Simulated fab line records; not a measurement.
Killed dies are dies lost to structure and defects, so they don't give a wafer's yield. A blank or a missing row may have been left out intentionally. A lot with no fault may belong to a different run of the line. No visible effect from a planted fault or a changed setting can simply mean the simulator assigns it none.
Chamber matching | flow n5_finfet | rie_diel-04 running N5_BEOL_M5_DESCUM_33: 4 sister chambers
The step chemistry O2, time 7 s. 18 wafers are shown with their chamber, then 9 later ones without.

== WAFERS PAIRED WITH THEIR CHAMBERS ==
wafer  | chamber | throttle_valve_pct (%) | oes_product_au (a.u.) | showerhead_plenum_p_Torr (Torr)
L077.1 | 3       | 20.79                  | 0.71                  | 1.99
L077.3 | 0       | 20.84                  | 0.71                  | 2.08
L077.6 | 2       | 19.97                  | 0.96                  | 2.05
L081.1 | 3       | 20.78                  | 0.70                  | 1.98
L081.3 | 0       | 20.83                  | 0.71                  | 2.08
L081.6 | 3       | 20.79                  | 0.70                  | 1.99
L082.1 | 3       | 20.79                  | 0.70                  | 1.98
L082.4 | 1       | 20.25                  | 0.73                  | 2.15
L082.5 | 1       | 20.23                  | 0.74                  | 2.15
L080.1 | 3       | 20.79                  | 0.70                  | 1.98
L080.4 | 2       | 19.97                  | 0.96                  | 2.05
L080.5 | 0       | 20.85                  | 0.70                  | 2.08
L086.2 | 0       | 20.86                  | 0.71                  | 2.07
L086.3 | 3       | 20.79                  | 0.69                  | 1.98
L086.6 | 1       | 20.25                  | 0.73                  | 2.15
L087.3 | 1       | 20.24                  | 0.72                  | 2.14
L087.4 | 3       | 20.81                  | 0.69                  | 1.98
L087.5 | 3       | 20.80                  | 0.69                  | 1.98

SIGNATURES (averages over the wafers above)
reading                  | chamber 0 | chamber 1 | chamber 2 | chamber 3 | scatter within a chamber
throttle_valve_pct       | 20.8450   | 20.2425   | 19.9700   | 20.7925   | 0.00973
oes_product_au           | 0.7075    | 0.7300    | 0.9600    | 0.6975    | 0.00668
showerhead_plenum_p_Torr | 2.0775    | 2.1475    | 2.0500    | 1.9825    | 0.00463
Rule: for a wafer and a chamber, the distance is found by dividing, reading by reading, the gap between the wafer's reading and the chamber's mean by the reading's scatter, squaring, summing and taking the root. If the next closest chamber is less than 2 further off than the closest, the wafer can't be placed; otherwise it belongs to the closest. The scatter: the root of (the sum of the squares of (reading less its chamber's mean) over the shown wafers, divided by (wafers less chambers)).

== WAFERS WHOSE CHAMBER IS MISSING ==
wafer  | throttle_valve_pct (%) | oes_product_au (a.u.) | showerhead_plenum_p_Torr (Torr)
L090.1 | 20.88                  | 0.69                  | 2.07
L090.2 | 20.26                  | 0.72                  | 2.14
L090.6 | 20.89                  | 0.70                  | 2.07
L092.2 | 20.00                  | 0.91                  | 2.04
L092.4 | 20.27                  | 0.71                  | 2.14
L092.6 | 20.89                  | 0.69                  | 2.07
L096.1 | 20.90                  | 0.69                  | 2.07
L096.3 | 20.03                  | 0.88                  | 2.04
L096.5 | 20.28                  | 0.70                  | 2.14

== THE CHAMBER EACH PASSED THROUGH ==
wafer  | from the rows above | in truth
L090.1 | 0                   | 0
L090.2 | 1                   | 1
L090.6 | 0                   | 0
L092.2 | 2                   | 2
L092.4 | 1                   | 1
L092.6 | 0                   | 0
L096.1 | 0                   | 0
L096.3 | 2                   | 2
L096.5 | 1                   | 1
Correctly placed: 9 of 9. Can't be placed from these rows: 0. Placed wrongly: 0.
